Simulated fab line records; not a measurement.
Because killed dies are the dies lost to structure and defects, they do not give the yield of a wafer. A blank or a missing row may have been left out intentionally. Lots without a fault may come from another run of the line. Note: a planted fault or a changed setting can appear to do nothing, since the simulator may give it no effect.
Lot-split experiment -- flow n5Finfet -- on a route of 1938 steps: 7 lots, 21 wafers read

ABOUT THE SPLIT
At N5_BEOL_M8_COAT_22 (resist thk 30 nm), the setting spinRpm was moved away from the recipe's 1500 rpm on 3 of the 21 wafers read, by +6.3% to +10.3%. For the rest of the wafers, this setting stayed at what the recipe calls for.

FROM THE SPLIT TO THE READING: what the file shows between them, 3 steps
- N5_BEOL_M8_EBR_24
- N5_BEOL_M8_SOFTBAKE_23: time 60 s
- N5_BEOL_M8_DESCUM_33: chemistry O2, time 7 s

THE READING
CAR-EUV_of_BEOL_M8_COAT_22.thkNm (the simulator's own value, which no gauge read), in nm, at N5_BEOL_M8_ETCH_72 (etches underlayer in N2/H2, target depth 6.5 nm, time 5.2 s). The file gives no usual value for it. Here, 18 wafers ran the recipe; their average is 20.3 nm with a standard deviation of 0.097 nm.

wafer,"tool, chamber at the split","spinRpm as run, rpm",against the recipe,"CAR-EUV_of_BEOL_M8_COAT_22.thkNm, nm",against lot-mates on the recipe
L080.1,"lithoTrack-02, 0",1500,recipe,20.2,-
L080.2,"lithoTrack-02, 0",1500,recipe,20.2,-
L080.4,"lithoTrack-02, 0",1500,recipe,20.4,-
L079.2,"lithoTrack-01, 0",1500,recipe,20.2,-
L079.3,"lithoTrack-01, 0",1500,recipe,20.4,-
L079.4,"lithoTrack-01, 0",1500,recipe,20.4,-
L085.2,"lithoTrack-02, 0",1500,recipe,20.4,-
L085.6,"lithoTrack-02, 0",1500,recipe,20.4,-
L085.4,"lithoTrack-02, 0",1500,recipe,20.2,-
L094.2,"lithoTrack-04, 0",1500,recipe,20.2,-
L094.5,"lithoTrack-04, 0",1500,recipe,20.4,-
L094.6,"lithoTrack-04, 0",1500,recipe,20.4,-
L093.2,"lithoTrack-01, 0",1654,+10.3%,18.8,-1.5
L093.3,"lithoTrack-01, 0",1500,recipe,20.4,-
L093.4,"lithoTrack-01, 0",1500,recipe,20.2,-
L095.2,"lithoTrack-01, 0",1500,recipe,20.4,-
L095.4,"lithoTrack-01, 0",1500,recipe,20.4,-
L095.5,"lithoTrack-01, 0",1500,recipe,20.2,-
L097.1,"lithoTrack-04, 0",1500,recipe,20.4,-
L097.3,"lithoTrack-04, 0",1595,+6.3%,19.4,-1.0
L097.6,"lithoTrack-04, 0",1595,+6.3%,19.4,-1.0

FIT RESULTS
A straight line over all 21 wafers: CAR-EUV_of_BEOL_M8_COAT_22.thkNm changes by -0.147 nm for each +1% of spinRpm; r = -0.98; the points scatter about the line by 0.095 nm.
The same after taking each lot's own level away (the mean of its wafers on the recipe; 21 wafers): -0.151 nm for each +1%; r = -0.98; scatter 0.092 nm.
On that fit, the largest move of spinRpm shifts the reading by 1.6 nm.
The span of the lots' own levels, 20.27 to 20.40 nm, comes to 1.4 times the standard deviation stated above.
The two slopes agree, so the slope changes little with the lot-to-lot level.
Check: -1.62 nm against its lot-mates is what the line predicts for one of the wafers moved furthest among these (+10.3%) when that wafer is left out of the fit. It came out at -1.5 nm against them.

OTHER SPLITS APPLIED TO THESE WAFERS
Other splits were also applied to these wafers ahead of the reading. Each is held against what the fit with the lots' levels taken away leaves over:
other split on the same wafers,wafers away from the commonest value,r with CAR-EUV_of_BEOL_M8_COAT_22.thkNm (lot level and that fit taken away)
N5_BEOL_M5_TRENCH_ETCH_37 timeS,9,+0.03
N5_BEOL_M6_EXPOSE_25 doseMj,4,+0.06
N5_BEOL_M7_ETCH_66 biasW,8,+0.16
N5_BEOL_M7_ETCH_41 biasW,7,-0.27

THE WHOLE CHAIN: every reading that the file lists as answering this split, in the file's order
step,what it does,reading,change (the file's fit),r (the file's)
N5_BEOL_M8_COAT_22,resist thk 30 nm,"CAR-EUV_of_BEOL_M8_COAT_22.thkNm (the simulator's own value, which no gauge read)",-0.145 nm for each +1% of the setting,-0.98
N5_BEOL_M8_DESCUM_33,"chemistry O2, time 7 s","CAR-EUV_of_BEOL_M8_COAT_22.thkNm (the simulator's own value, which no gauge read)",-0.134 nm for each +1% of the setting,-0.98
N5_BEOL_M8_ETCH_72,"etches underlayer in N2/H2, target depth 6.5 nm, time 5.2 s","CAR-EUV_of_BEOL_M8_COAT_22.thkNm (the simulator's own value, which no gauge read)",-0.149 nm for each +1% of the setting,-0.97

THE FILE'S OWN FIT
CAR-EUV_of_BEOL_M8_COAT_22.thkNm changes by -0.149 nm for each +1% of spinRpm, r = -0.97.
